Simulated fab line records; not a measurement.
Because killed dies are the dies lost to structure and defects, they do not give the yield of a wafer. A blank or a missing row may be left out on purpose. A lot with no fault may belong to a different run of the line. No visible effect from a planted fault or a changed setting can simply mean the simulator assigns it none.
Struck lot and sound lot, side by side	flow nand_harc	14 out of 1302 route steps
Sound: wafers L181.1, L181.2, L181.4. Struck: wafers L196.2, L196.3, L196.5. At the end, the cause is stated.
Per side, at each step with rows, come the tool, then ch with its chambers, and then its first start. Under that, the readings that differ: sound wafers	struck wafers	difference of the means	sigmas: that difference in standard deviations of wafers without a fault.
alike: same words and numbers on both sides, and readings whose means sit less than 2 such deviations apart. not compared: any withheld reading, any reading some wafer has no value for, any bound like >300 that may hide the same value, and any number with overlapping values for which the record gives no deviation.
A row with sigmas, a row that says differs or no value, or rows on one side alone: a step with any of these is where the two part. Numbers that have no deviation but don't overlap get no sigmas and don't part them. Lack of a reading on every wafer of one side parts them only where that side has two or more wafers.

first, 1 step without rows for these wafers: NHARC_A_WL_FILL_CVD_03 (deposits W, target thk 40 nm, time 279 s).
NHARC_A_WL_FILL_ETCHBACK_04: etches the open film in NF3, target depth 60 nm, time 120 s.
  sound on rie_metal-01 ch 0,1, day 21 00:38; struck on rie_metal-02 ch 0,1, day 27 04:04
  alike: chamber_pressure_mTorr, drypump_motor_current_A, oes_product_au
  not compared: rf_hours_counter_h
NHARC_A_WL_FILL_ETCHBACK_05: etches the open film in Cl2/BCl3, target depth 22 nm, time 60 s.
  sound on rie_metal-01 ch 0,1, day 21 00:53; struck on rie_metal-02 ch 0,1, day 27 04:19
  alike: chamber_pressure_mTorr, drypump_motor_current_A, oes_product_au, temp_c
  not compared: rf_hours_counter_h
NHARC_A_WL_FILL_STRIP_27: strips in N2/H2, time 20 s.
  sound on plasma_asher-02 ch 0,1, day 21 01:01; struck on plasma_asher-02 ch 0,1, day 27 04:26
  alike: drypump_motor_current_A, heater_power_w, temp_c
  not compared: rf_hours_counter_h
then, 4 steps without rows for these wafers: NHARC_A_WL_FILL_STRIP_28 (strips in post etch residue remover, time 1200 s); NHARC_A_WL_FILL_PRECLEAN_06 (cleans in DIW, time 300 s); NHARC_A_WL_FILL_SRD_07; NHARC_A_WL_FILL_ANNEAL_08 (time 1800 s).
NHARC_A_WL_FILL_ALD_10: deposits SiO2, target thk 50 nm, pulse time 10 s, ald cycles 500.
  sound on ald_hk-03 ch 0,2,3, day 21 06:28; struck on ald_hk-01 ch 0,1,3, day 27 10:00
  alike: heater_power_w, precursor_pulse_height_rel
then, 1 step without rows for these wafers: NHARC_A_WL_FILL_ETCHBACK_16 (etches the open film in C4F8/O2/Ar, target depth 120 nm, time 24 s).
NHARC_A_WL_FILL_STRIP_29: strips in O2, time 20 s.
  sound on rie_diel-02 ch 1,2,3, day 21 11:11; struck on rie_diel-11 ch 0,2, day 27 14:46
reading	sound	struck	difference	sigmas
drypump_motor_current_A (A)	5.0 5.4 5.8	6.0 6.6 6.6	+1.0	+2
showerhead_plenum_p_Torr (Torr)	3.67 3.76 3.78	3.62 3.31 3.31	-0.32	-2
  alike: oes_product_au, rf_vpp_V, throttle_valve_pct
  not compared: rf_hours_counter_h
NHARC_A_WL_FILL_ETCHBACK_17: etches the open film in Cl2/BCl3, target depth 4 nm, time 26.7 s.
  sound on rie_metal-01 ch 0,1, day 21 11:16; struck on rie_metal-03 ch 0,1, day 27 14:53
  no value came back on the struck wafers for chamber_pressure_mTorr (mTorr), drypump_motor_current_A (A), oes_product_au (a.u.); on the sound wafers chamber_pressure_mTorr (mTorr) reads 10.016 10.005 9.996
  not compared: rf_hours_counter_h
then, 1 step without rows for these wafers: NHARC_A_WL_FILL_PRECLEAN_18 (cleans in dHF, time 30 s).
-- break in the record here, with 3 days between the starts of the struck wafers on either side (left off in module A_WL_FILL, picked up again in module END, where the first step shown is number 1302 on the route) --
NHARC_END_SORT_01:
  only the struck wafers appear in the record here, on prober-02 ch 0 at day 31 00:17; the sound ones have no rows

== WHERE THEY PART ==
At NHARC_A_WL_FILL_STRIP_29 first; at NHARC_END_SORT_01 last (within this record only).

WHY: the cause the simulator had injected
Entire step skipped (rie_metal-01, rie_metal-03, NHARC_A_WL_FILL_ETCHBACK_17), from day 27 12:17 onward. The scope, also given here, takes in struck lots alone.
